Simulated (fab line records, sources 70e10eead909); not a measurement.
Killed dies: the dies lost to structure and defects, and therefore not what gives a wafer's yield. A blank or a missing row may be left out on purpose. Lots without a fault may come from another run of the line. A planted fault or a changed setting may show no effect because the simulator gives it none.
Matching of chambers || flow nandHarc || NHARC_A_CHANNEL_HOLE_D1_DESCUM_15 on rieDiel-10 has 4 sister chambers
The step chemistry O2, time 3 s. 8 wafers are shown with their chamber, then 6 later ones without.

== WAFERS PAIRED WITH THEIR CHAMBERS ==
{"wafer": "L892.4", "chamber": 1, "drypumpMotorCurrentA (A)": 5.70, "rfVppV (V)": 56.4}
{"wafer": "L898.1", "chamber": 0, "drypumpMotorCurrentA (A)": 5.64, "rfVppV (V)": 57.1}
{"wafer": "L898.5", "chamber": 2, "drypumpMotorCurrentA (A)": 5.58, "rfVppV (V)": 59.5}
{"wafer": "L902.1", "chamber": 2, "drypumpMotorCurrentA (A)": 5.54, "rfVppV (V)": 58.3}
{"wafer": "L902.2", "chamber": 3, "drypumpMotorCurrentA (A)": 5.35, "rfVppV (V)": 55.1}
{"wafer": "L902.5", "chamber": 3, "drypumpMotorCurrentA (A)": 5.35, "rfVppV (V)": 57.3}
{"wafer": "L904.1", "chamber": 0, "drypumpMotorCurrentA (A)": 5.65, "rfVppV (V)": 57.7}
{"wafer": "L904.4", "chamber": 1, "drypumpMotorCurrentA (A)": 5.72, "rfVppV (V)": 58.7}

== WAFERS WHOSE CHAMBER IS MISSING ==
{"wafer": "L904.6", "drypumpMotorCurrentA (A)": 5.67, "rfVppV (V)": 58.0}
{"wafer": "L906.1", "drypumpMotorCurrentA (A)": 5.53, "rfVppV (V)": 59.0}
{"wafer": "L906.3", "drypumpMotorCurrentA (A)": 5.37, "rfVppV (V)": 58.1}
{"wafer": "L906.4", "drypumpMotorCurrentA (A)": 5.63, "rfVppV (V)": 58.1}
{"wafer": "L908.1", "drypumpMotorCurrentA (A)": 5.55, "rfVppV (V)": 59.6}
{"wafer": "L908.3", "drypumpMotorCurrentA (A)": 5.63, "rfVppV (V)": 58.1}

== EACH ONE'S CHAMBER ==
{"wafer": "L904.6", "from the rows above": "can't be placed: 0 or 1", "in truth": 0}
{"wafer": "L906.1", "from the rows above": 2, "in truth": 2}
{"wafer": "L906.3", "from the rows above": 3, "in truth": 3}
{"wafer": "L906.4", "from the rows above": 0, "in truth": 0}
{"wafer": "L908.1", "from the rows above": 2, "in truth": 2}
{"wafer": "L908.3", "from the rows above": 0, "in truth": 0}
Correctly placed: 5 of 6. Unplaceable from these rows: 1, with the true chamber sitting among the candidates in 1. 0 placed wrongly.
How it was worked out, from the rows above alone: a wafer's distance from a chamber is the root of the sum, over the readings, of the square of ((its reading less the chamber's mean) divided by the reading's scatter). The wafer belongs to the nearest chamber; if the next one is less than 2 further off, it can't be placed. For every chamber, the mean is computed from those of its wafers that are shown. How the scatter is found: for the shown wafers, subtract from each reading the mean of its chamber, square and add these, divide the total by (wafers less chambers), then take the root.
